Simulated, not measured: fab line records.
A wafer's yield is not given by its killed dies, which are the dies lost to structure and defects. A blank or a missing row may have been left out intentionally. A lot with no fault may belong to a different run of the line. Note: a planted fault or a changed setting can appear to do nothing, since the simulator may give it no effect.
Struck lot and sound lot, side by side ; flow nandHarc ; 14 steps out of a route of 1302
Sound: the wafers L725.1, L725.4, L725.5. Struck: wafer L730.6; the same lot's L730.2 was not struck, so it is left out; see the end for the cause.
Each step with rows lists, per side, the tool, then ch with its chambers, then its first start. Under that, the readings that differ: sound wafers ; struck wafers ; difference of the means ; sigmas: that difference in standard deviations of wafers without a fault.
alike: same words and numbers on both sides, and readings whose means sit less than 2 such deviations apart. not compared: any withheld reading, any reading some wafer has no value for, any bound like >300 that may hide the same value, and any number with overlapping values for which the record gives no deviation.
A row with sigmas, a row that says differs or no value, or rows on one side alone: a step with any of these is where the two part. Numbers that don't overlap but have no deviation are shown without sigmas and don't part them. Lack of a reading on every wafer of one side parts them only where that side has two or more wafers.

first, 7 steps without rows for these wafers: NHARC_A_BONDPAD_COAT_33 (time 65 s); NHARC_A_BONDPAD_COAT_03 (resist thk 600 nm); NHARC_A_BONDPAD_SOFTBAKE_04 (time 70 s); NHARC_A_BONDPAD_EBR_05; NHARC_A_BONDPAD_EXPOSE_06 (exposes mask A BPAD); NHARC_A_BONDPAD_PEB_07 (peb time 80 s); NHARC_A_BONDPAD_DEVELOP_08 (time 50 s).
NHARC_A_BONDPAD_CD_MEAS_09: the cd target is 500 nm.
  sound on cdSem-02 ch 0, day 24 01:11; struck on cdSem-02 ch 0, day 25 08:11
  alike: cdNm
NHARC_A_BONDPAD_OVL_MEAS_35:
  sound on overlay-02, day 24 01:16; struck on overlay-01, day 25 08:16
  alike: overlayXNm, overlayYNm
then, 1 step without rows for these wafers: NHARC_A_BONDPAD_HARDBAKE_10 (time 65 s).
NHARC_A_BONDPAD_DESCUM_11: chemistry O2, time 3 s.
  sound on rieDiel-04 ch 0,2, day 24 01:25; struck on rieDiel-08 ch 3, day 25 08:23
reading;sound;struck;difference;sigmas
drypumpMotorCurrentA (A);5.86 6.24 5.82;5.36;-0.61;-2
rfVppV (V);56.6 56.4 57.8;58.9;+2.0;+2
  alike: chamberPressureMTorr, oesProductAu, showerheadPlenumPTorr, throttleValvePct
  not compared: rfHoursCounterH
NHARC_A_BONDPAD_ETCH_34: etches the open film in N2/H2, target depth 60 nm, overetch 18 nm, time 65.91 s.
  sound on rieDiel-04 ch 0,2, day 24 01:29; struck on rieDiel-08 ch 0, day 25 08:29
reading;sound;struck;difference;sigmas
drypumpMotorCurrentA (A);6.23 5.84 5.82;5.28;-0.68;-2
  alike: chamberPressureMTorr, oesProductAu, rfVppV, showerheadPlenumPTorr, throttleValvePct
  not compared: rfHoursCounterH
NHARC_A_BONDPAD_ETCH_12: etches the open film in CHF3/O2, target depth 220 nm, time 110 s.
  sound on rieDiel-04 ch 0,2, day 24 01:35; struck on rieDiel-08 ch 2, day 25 08:35
reading;sound;struck;difference;sigmas
oesProductAu (a.u.);0.982 0.968 0.973;0.878;-0.096;-4
  alike: chamberPressureMTorr, drypumpMotorCurrentA, rfVppV, showerheadPlenumPTorr, throttleValvePct
  not compared: rfHoursCounterH
NHARC_A_BONDPAD_CD_MEAS_13:
  sound on cdSem-01, day 24 01:43; struck on cdSem-01, day 25 08:43
  alike: cdNm

== WHERE THEY PART ==
Last at NHARC_A_BONDPAD_ETCH_12 as far as this record goes, first at NHARC_A_BONDPAD_DESCUM_11. Later steps at which nothing parts them and some readings are alike: NHARC_A_BONDPAD_CD_MEAS_13.

WHY: the cause the simulator had injected
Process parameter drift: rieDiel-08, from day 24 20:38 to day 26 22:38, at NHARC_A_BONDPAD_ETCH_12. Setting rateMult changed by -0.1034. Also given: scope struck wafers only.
